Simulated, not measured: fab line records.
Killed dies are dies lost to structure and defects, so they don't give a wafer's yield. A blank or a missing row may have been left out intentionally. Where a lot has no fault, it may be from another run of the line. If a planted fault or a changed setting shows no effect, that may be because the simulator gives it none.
Matching of chambers | flow nand harc | NHARC_A_CHANNEL_FILL_D1_ALD_25 on ald hk-01 has 4 sister chambers
The step deposits SiOx, target thk 60 nm, pulse time 10 s, ald cycles 600. 14 wafers are shown with their chamber, then 7 later ones without.

== WAFERS, EACH WITH ITS CHAMBER ==
wafer  | chamber | heater power w (W) | precursor pulse height rel
L074.2 | 3       | 467                | 0.980
L074.4 | 2       | 497                | 1.013
L074.6 | 3       | 456                | 0.977
L076.2 | 2       | 486                | 1.008
L076.3 | 3       | 465                | 0.985
L076.5 | 2       | 502                | 1.012
L080.1 | 1       | 462                | 1.016
L080.5 | 3       | 431                | 1.001
L080.6 | 2       | 501                | 1.019
L083.2 | 0       | 394                | 0.990
L083.3 | 2       | 497                | 1.052
L083.4 | 3       | 433                | 0.996
L084.3 | 2       | 493                | 1.022
L084.2 | 0       | 397                | 1.010

SIGNATURES (averages over the wafers above)
reading                    | chamber 0 | chamber 1 | chamber 2 | chamber 3 | scatter within a chamber
heater power w             | 395.50    | 462.00    | 496.00    | 450.40    | 11.7
precursor pulse height rel | 1.00000   | 1.01600   | 1.02100   | 0.98780   | 0.0138
Rule: for a wafer and a chamber, the distance is found by dividing, reading by reading, the gap between the wafer's reading and the chamber's mean by the reading's scatter, squaring, summing and taking the root. If the next closest chamber is less than 2 further off than the closest, the wafer can't be placed; otherwise it belongs to the closest. The scatter: the root of (the sum of the squares of (reading less its chamber's mean) over the shown wafers, divided by (wafers less chambers)).

== WAFERS MISSING THEIR CHAMBER ==
wafer  | heater power w (W) | precursor pulse height rel
L084.4 | 451                | 0.991
L093.2 | 391                | 1.013
L093.3 | 464                | 1.020
L093.6 | 503                | 0.995
L096.1 | 502                | 1.004
L096.3 | 453                | 0.989
L096.4 | 394                | 1.008

== WHICH CHAMBER EACH ONE RAN IN ==
wafer  | from the rows above     | in truth
L084.4 | can't be placed: 3 or 1 | 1
L093.2 | 0                       | 0
L093.3 | 1                       | 1
L093.6 | can't be placed: 2 or 1 | 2
L096.1 | 2                       | 2
L096.3 | can't be placed: 3 or 1 | 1
L096.4 | 0                       | 0
Correctly placed: 4 of 7. These rows do not allow placing 3 (true chamber among the candidates in 3). Number placed wrongly: 0.
